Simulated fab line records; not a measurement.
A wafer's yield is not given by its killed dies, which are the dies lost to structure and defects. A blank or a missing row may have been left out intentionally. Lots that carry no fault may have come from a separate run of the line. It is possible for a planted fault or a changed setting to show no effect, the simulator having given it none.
Matching of chambers :: flow n5-finfet :: N5_BEOL_M5_CURE_80 on uv-cure-02 has 3 sister chambers
The step cures SiCOH lowk, time 120 s. 6 wafers are shown with their chamber, then 7 later ones without.

## WAFERS, EACH WITH ITS CHAMBER
wafer: L259.4
chamber: 2
wafer_temp_C_max: 372.1
lamp-power-pct (%): 52.24

wafer: L259.6
chamber: 2
wafer_temp_C_max: 372.9
lamp-power-pct (%): 52.29

wafer: L271.2
chamber: 1
wafer_temp_C_max: 372.0
lamp-power-pct (%): 52.30

wafer: L271.3
chamber: 1
wafer_temp_C_max: 371.3
lamp-power-pct (%): 52.39

wafer: L275.2
chamber: 0
wafer_temp_C_max: 372.2
lamp-power-pct (%): 52.34

wafer: L275.4
chamber: 0
wafer_temp_C_max: 371.6
lamp-power-pct (%): 52.25

## WAFERS WHOSE CHAMBER IS MISSING
wafer: L275.6
wafer_temp_C_max: 372.0
lamp-power-pct (%): 52.24

wafer: L278.3
wafer_temp_C_max: 371.8
lamp-power-pct (%): 52.24

wafer: L278.5
wafer_temp_C_max: 372.0
lamp-power-pct (%): 52.35

wafer: L278.6
wafer_temp_C_max: 371.7
lamp-power-pct (%): 52.30

wafer: L279.2
wafer_temp_C_max: 371.8
lamp-power-pct (%): 52.37

wafer: L279.3
wafer_temp_C_max: 371.2
lamp-power-pct (%): 52.29

wafer: L279.5
wafer_temp_C_max: 371.5
lamp-power-pct (%): 52.34

## EACH ONE'S CHAMBER
wafer: L275.6
from the rows above: can't be placed: 0 or 2 or 1
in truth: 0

wafer: L278.3
from the rows above: can't be placed: 0 or 2 or 1
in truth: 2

wafer: L278.5
from the rows above: can't be placed: 1 or 0 or 2
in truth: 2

wafer: L278.6
from the rows above: can't be placed: 0 or 1 or 2
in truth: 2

wafer: L279.2
from the rows above: can't be placed: 1 or 0 or 2
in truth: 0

wafer: L279.3
from the rows above: can't be placed: 1 or 0 or 2
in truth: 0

wafer: L279.5
from the rows above: can't be placed: 1 or 0
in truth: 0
Placed correctly: 0 of 7. Can't be placed from these rows: 7 (the true chamber is among the candidates in 7). Placed wrongly: 0.
How it was worked out, from the rows above alone: a wafer's distance from a chamber is the root of the sum, over the readings, of the square of ((its reading less the chamber's mean) divided by the reading's scatter). If the next closest chamber is less than 2 further off than the closest, the wafer can't be placed; otherwise it belongs to the closest. The mean given for a chamber averages the wafers shown for that chamber. The scatter is the square root of a quotient: the sum, over the shown wafers, of each reading's squared deviation from its chamber's mean, divided by wafers minus chambers.
